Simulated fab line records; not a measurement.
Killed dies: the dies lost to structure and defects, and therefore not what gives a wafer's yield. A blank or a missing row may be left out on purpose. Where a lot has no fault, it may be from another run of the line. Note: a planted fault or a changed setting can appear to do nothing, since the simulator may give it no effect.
Comparing a struck lot with a sound one :: flow n5_finfet :: 16 out of 1938 route steps
Sound: the wafers L817.1, L817.5, L817.6. Struck: wafer L818.4 (left out: L818.6, a lot-mate that was not struck); the cause follows at the end.
Order at every step that has rows: each side's tool, ch and its chambers, its first start. Under that, the readings that differ: sound wafers :: struck wafers :: difference of the means :: sigmas: that difference in standard deviations of wafers without a fault.
alike: words and numbers the same on both sides, and readings whose means are apart by under 2 such deviations; not compared: readings that were withheld, readings missing a value for some wafer, numbers with overlapping values and no deviation given by the record, and bounds like >300 which may hide the same value.
Wherever a step has rows on one side only, a row that says differs or no value, or a row with sigmas, the two part there. When numbers do not overlap yet have no deviation, they are printed without sigmas and do not part them. A reading that every wafer of one side lacks parts them only if that side has two wafers or more.

N5_BEOL_M4_SPUTTER_90: material Cu, target thk 4.5 nm, time 8.29 s.
  sound on pvd_sputter-01 at day 11 02:25; struck on pvd_sputter-03 at day 11 11:46
  alike: chamber_pressure_pa, throttle_valve_pct
N5_BEOL_M4_ANNEAL_91: time 240 s.
  sound on pvd_sputter-01 at day 11 02:34; struck on pvd_sputter-03 at day 11 11:51
  alike: heater_power_w
then, 2 steps without rows for these wafers: N5_BEOL_M4_SPUTTER_92 (material Cu, target thk 4.5 nm, time 8.29 s); N5_BEOL_M4_ANNEAL_93 (time 240 s).
N5_BEOL_M4_SPUTTER_94: material Cu, target thk 4.5 nm, time 8.29 s.
  sound on pvd_sputter-01 at day 11 03:17; struck on pvd_sputter-03 at day 11 12:13
  alike: chamber_pressure_pa, throttle_valve_pct
N5_BEOL_M4_ANNEAL_95: time 240 s.
  sound on pvd_sputter-01 at day 11 03:27; struck on pvd_sputter-03 at day 11 12:17
  alike: heater_power_w
then, 4 steps without rows for these wafers: N5_BEOL_M4_SPUTTER_96 (material Cu, target thk 4.5 nm, time 8.29 s); N5_BEOL_M4_ECD_50 (material Cu, target thk 300 nm); N5_BEOL_M4_ANNEAL_51 (time 90 s); N5_BEOL_M4_CMP_52 (polishes, stops on SiOC, t overpolish 6.8 s, target thk 40 nm).
N5_BEOL_M4_THK_MEAS_53: measures by xrf.
  sound on film_metro-02 at day 11 04:37; struck on film_metro-01 at day 11 13:13
  alike: M4_THK
N5_BEOL_M4_PRE_CLEAN_60: time 15 s.
  sound on cvd_co-01 ch 0,1,2, day 11 04:39; struck on cvd_co-02 ch 1, day 11 13:19
  alike: heater_power_w
N5_BEOL_M4_CO_CAP_55: material Co, precursor CCTBA/H2, target thk 2 nm, time 102.1 s.
  sound on cvd_co-01 ch 0,1,2, day 11 04:41; struck on cvd_co-02 ch 1, day 11 13:22
reading: run_length_s (s)
sound: 124.8 124.7 124.7
struck: 179.3
difference: +54.6
sigmas: +99 or more

reading: model.Co_of_BEOL_M4_CO_CAP_55.thk_nm (nm)
sound: 2 2 2
struck: 3
difference: +1
sigmas: 
  alike: heater_power_w
then, 1 step without rows for these wafers: N5_BEOL_M4_PRE_CLEAN_56 (time 15 s).
N5_BEOL_M4_RC_MEAS_101:
  sound on prober-01 ch 0, day 11 04:55; struck on prober-01 ch 0, day 11 14:02
  alike: DIBL_N, DIBL_P, IOFF_N, IOFF_P, ION_N, ION_P, SS_N, SS_P, VT_N, VT_P
-- a jump in the record: the struck wafers' starts before and after are 4 days apart (it breaks off in module BEOL_M4 and resumes in module PASSIVATION, where the first step shown is number 1936 of the route) --
N5_PASSIVATION_PROBE_49:
  sound on prober-02 at day 15 08:00; struck on prober-02 at day 15 20:44
reading: killed_on_rim
sound: 19 21 22
struck: 8
difference: -13
sigmas: -3
  alike: defect_limited_yield, killed_at_M0_to_M3, killed_at_M4_up, killed_at_contacts, killed_at_front_end, killed_at_other, killed_dies, killed_open, killed_short, sort_bin_5_function, sort_bin_6_memory, sort_n_pass, sort_yield_pct

WHERE THEY PART
Last at N5_PASSIVATION_PROBE_49 as far as this record goes, first at N5_BEOL_M4_CO_CAP_55.

WHY: whatever the simulator had introduced
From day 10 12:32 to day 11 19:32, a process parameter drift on cvd_co-02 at N5_BEOL_M4_CO_CAP_55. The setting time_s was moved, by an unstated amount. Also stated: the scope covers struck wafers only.
